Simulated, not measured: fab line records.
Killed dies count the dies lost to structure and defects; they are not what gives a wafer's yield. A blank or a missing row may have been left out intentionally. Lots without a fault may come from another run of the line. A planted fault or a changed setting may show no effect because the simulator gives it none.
A struck lot beside a sound one || flow nand_harc || 22 out of 1159 route steps
Sound: these wafers, L870.3, L870.4, L870.5. Wafers L885.1, L885.3, L885.6 were the ones struck. The cause comes at the end.
Per side, at each step with rows, come the tool, then ch with its chambers, and then its first start. Under that, the readings that differ: sound wafers || struck wafers || difference of the means || sigmas: that difference in standard deviations of wafers without a fault.
alike: readings with means less than 2 such deviations apart, plus words and numbers identical on both sides. not compared: withheld readings, readings lacking a value on some wafer, bounds such as >300 that could conceal the same value, and numbers that have no deviation in the record and whose values overlap.
Wherever a step has rows on one side only, a row that says differs or no value, or a row with sigmas, the two part there. Numbers that don't overlap but have no deviation are shown without sigmas and don't part them. A reading missing from all wafers of one side parts the sides only when that side holds two or more wafers.

first, 1 step without rows for these wafers: NHARC_A_CONTACT_STRIP_27 (strips in post etch residue remover, time 600 s).
NHARC_A_CONTACT_ALD_18: deposits TiN, target thk 3 nm, pulse time 1 s, ald cycles 150.
  sound on ald_metal-01 ch 2,3, day 18 15:14; struck on ald_metal-04 ch 0,3, day 22 16:32
  alike: heater_power_w, precursor_pulse_height_rel
NHARC_A_CONTACT_CVD_19: deposits W, target thk 300 nm, time 802 s.
  sound: cvd_w-01 ch 0,1; struck: cvd_w-01 ch 1
  alike: heater_power_w, throttle_valve_pct
NHARC_A_CONTACT_CMP_20: polishes, t overpolish 30 s, target thk 300 nm.
  sound on cmp-04 ch 1,2,3, day 18 16:23; struck on cmp-04 ch 0,2, day 22 21:28
  alike: motor_current_A, overpolish_run_s, slurry_filter_dp_kPa, time_to_endpoint_s
following that, these wafers have no rows for 1 step: NHARC_A_CONTACT_SRD_22.
NHARC_A_CONTACT_INSPECT_23:
  sound: defect_inspect-02 at day 18 16:44; struck: defect_inspect-01 at day 22 21:52
  alike: raw_defect_count
then, 5 steps without rows for these wafers: NHARC_A_BLC_DEHYDRATE_00 (time 120 s); NHARC_A_BLC_HMDS_01 (time 30 s); NHARC_A_BLC_COAT_02 (time 75 s); NHARC_A_BLC_COAT_03 (time 65 s); NHARC_A_BLC_COAT_04 (resist thk 90 nm).
NHARC_A_BLC_SOFTBAKE_05: time 55 s.
  sound on litho_track-06 ch 0, day 18 16:00; struck on litho_track-01 ch 0, day 22 21:00
{"reading": "heater_power_total_W (W)", "sound": "188.32 188.47 188.30", "struck": "166.88 167.10 167.29", "difference": -21.27, "sigmas": "-99 or more"}
  alike: exhaust_pa
then, 4 steps without rows for these wafers: NHARC_A_BLC_EBR_06; NHARC_A_BLC_EXPOSE_07 (exposes mask A BLC, target cd 100 nm); NHARC_A_BLC_PEB_08 (peb time 65 s); NHARC_A_BLC_DEVELOP_09 (develop time 35 s).
NHARC_A_BLC_CD_MEAS_10 targets a cd of 100 nm.
  sound on cd_sem-01 ch 0, day 18 17:16; struck on cd_sem-03 ch 0, day 22 22:22
  alike: cd_nm
NHARC_A_BLC_OVL_MEAS_11:
  sound: overlay-01 at day 18 17:20; struck: overlay-01 at day 22 22:28
{"reading": "overlay_y_nm (nm)", "sound": "0.4 0.6 0.6", "struck": "-0.6 -0.8 -1.1", "difference": -1.4, "sigmas": -2}
  alike: overlay_x_nm
NHARC_A_BLC_INSPECT_12:
  sound: defect_inspect-01 at day 18 17:23; struck: defect_inspect-02 at day 22 22:30
  alike: raw_defect_count
NHARC_A_BLC_DESCUM_15: chemistry O2, time 3 s.
  sound on rie_diel-13 ch 0,1,2, day 18 17:28; struck on rie_diel-10 ch 0,1,3, day 22 22:34
{"reading": "model.A_BLC.cd_nm (nm)", "sound": "100.1 100.5 100.5", "struck": "100.6 100.6 101.1", "difference": "+0.4", "sigmas": ""}
  alike: drypump_motor_current_A, oes_product_au, rf_vpp_V, showerhead_plenum_p_Torr, throttle_valve_pct
  not compared: rf_hours_counter_h
NHARC_A_BLC_ETCH_16: etches the open film in CF4, target depth 39 nm, time 65 s.
  sound on rie_diel-13 ch 0,1,2, day 18 17:34; struck on rie_diel-10 ch 0,2,3, day 22 22:39
  alike: bias_w, drypump_motor_current_A, oes_product_au, rf_vpp_V, showerhead_plenum_p_Torr, throttle_valve_pct
  not compared: rf_hours_counter_h, model.A_BLC.cd_nm
NHARC_A_BLC_ETCH_17: etches the open film in N2/H2, target depth 390 nm, time 609.38 s.
  sound: rie_diel-13 ch 0,1,2; struck: rie_diel-10 ch 1,2
  alike: bias_w, drypump_motor_current_A, oes_product_au, rf_vpp_V, showerhead_plenum_p_Torr, throttle_valve_pct
  not compared: rf_hours_counter_h

WHERE THEY PART
Earliest at NHARC_A_BLC_SOFTBAKE_05; latest, in this record, at NHARC_A_BLC_OVL_MEAS_11. Later steps at which nothing parts them and some readings are alike: NHARC_A_BLC_INSPECT_12, NHARC_A_BLC_DESCUM_15, NHARC_A_BLC_ETCH_16, NHARC_A_BLC_ETCH_17.

WHY: the cause the simulator had injected
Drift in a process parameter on litho_track-01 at NHARC_A_BLC_SOFTBAKE_05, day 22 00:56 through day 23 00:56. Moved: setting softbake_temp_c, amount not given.
